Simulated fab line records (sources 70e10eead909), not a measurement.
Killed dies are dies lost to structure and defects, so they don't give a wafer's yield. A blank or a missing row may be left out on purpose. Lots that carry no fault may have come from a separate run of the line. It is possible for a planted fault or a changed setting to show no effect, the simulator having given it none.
Which tool did it? || flow nandHarc || 6 lots, 18 wafers sampled, at 3 steps of a route of 1302

## WHAT THE GAUGES SHOWED, per wafer
NHARC_P_STI_CD_MEAS_09 targets a cd of 200 nm.
{"lot": "L839", "measured": "day 4 02:39", "on": "cdSem-01", "cdNm (nm)": "201.7 202.9 200.8"}
{"lot": "L842", "measured": "day 5 07:26", "on": "cdSem-01", "cdNm (nm)": "199.9 199.3 198.4"}
{"lot": "L846", "measured": "day 7 00:21", "on": "cdSem-03", "cdNm (nm)": "204.1 206.9 204.7"}
{"lot": "L855", "measured": "day 10 18:59", "on": "cdSem-02", "cdNm (nm)": "196.9 196.2 196.4"}
{"lot": "L857", "measured": "day 11 14:31", "on": "cdSem-02", "cdNm (nm)": "199.5 197.7 197.3"}
{"lot": "L859", "measured": "day 12 14:08", "on": "cdSem-02", "cdNm (nm)": "199.4 200.9 199.0"}

## WHAT TOOL EACH LOT RAN ON (gives the tool, then ch and the chambers of the sampled wafers, and finally the start)
{"lot": "L839", "NHARC_P_ZERO_WELL_DESCUM_26": "rieDiel-05 ch 1,2,3, day 3 04:37", "NHARC_P_STI_EXPOSE_06": "krfScanner-01 ch 0, day 4 02:30"}
{"lot": "L842", "NHARC_P_ZERO_WELL_DESCUM_26": "rieDiel-04 ch 2,3, day 4 10:38", "NHARC_P_STI_EXPOSE_06": "krfScanner-01 ch 0, day 5 07:17"}
{"lot": "L846", "NHARC_P_ZERO_WELL_DESCUM_26": "rieDiel-05 ch 0,3, day 6 02:44", "NHARC_P_STI_EXPOSE_06": "krfScanner-04 ch 0, day 7 00:12"}
{"lot": "L855", "NHARC_P_ZERO_WELL_DESCUM_26": "rieDiel-05 ch 1,2,3, day 9 20:50", "NHARC_P_STI_EXPOSE_06": "krfScanner-01 ch 0, day 10 18:50"}
{"lot": "L857", "NHARC_P_ZERO_WELL_DESCUM_26": "rieDiel-04 ch 0,1, day 10 16:59", "NHARC_P_STI_EXPOSE_06": "krfScanner-04 ch 0, day 11 14:22"}
{"lot": "L859", "NHARC_P_ZERO_WELL_DESCUM_26": "rieDiel-05 ch 0,2,3, day 11 12:44", "NHARC_P_STI_EXPOSE_06": "krfScanner-02 ch 0, day 12 13:59"}
- NHARC_P_ZERO_WELL_DESCUM_26: chemistry O2, time 3 s.
- NHARC_P_STI_EXPOSE_06: exposes mask P STI, target cd 200 nm.

## THE ANSWER, worked out from the rows above alone
Rule: what is usual is taken from the lots themselves. The widest of any qualifying gaps counts: lots, ordered by their means at a reading, are off when they make up no more than a third of the lots, leave a main group of 4 or more, and stand apart from it by 3 or more times the standard deviation of that group's means. A main group is skipped when, at the precision printed for the reading in the tables above, its means are all equal. A lot without any number at a reading at which 4 lots or more have one is off too. All remaining lots with rows at the step are treated as sound.
Across all readings shown, no lot is off: no conclusion can be drawn from this.

## WHAT HAD BEEN PUT IN BY THE SIMULATOR
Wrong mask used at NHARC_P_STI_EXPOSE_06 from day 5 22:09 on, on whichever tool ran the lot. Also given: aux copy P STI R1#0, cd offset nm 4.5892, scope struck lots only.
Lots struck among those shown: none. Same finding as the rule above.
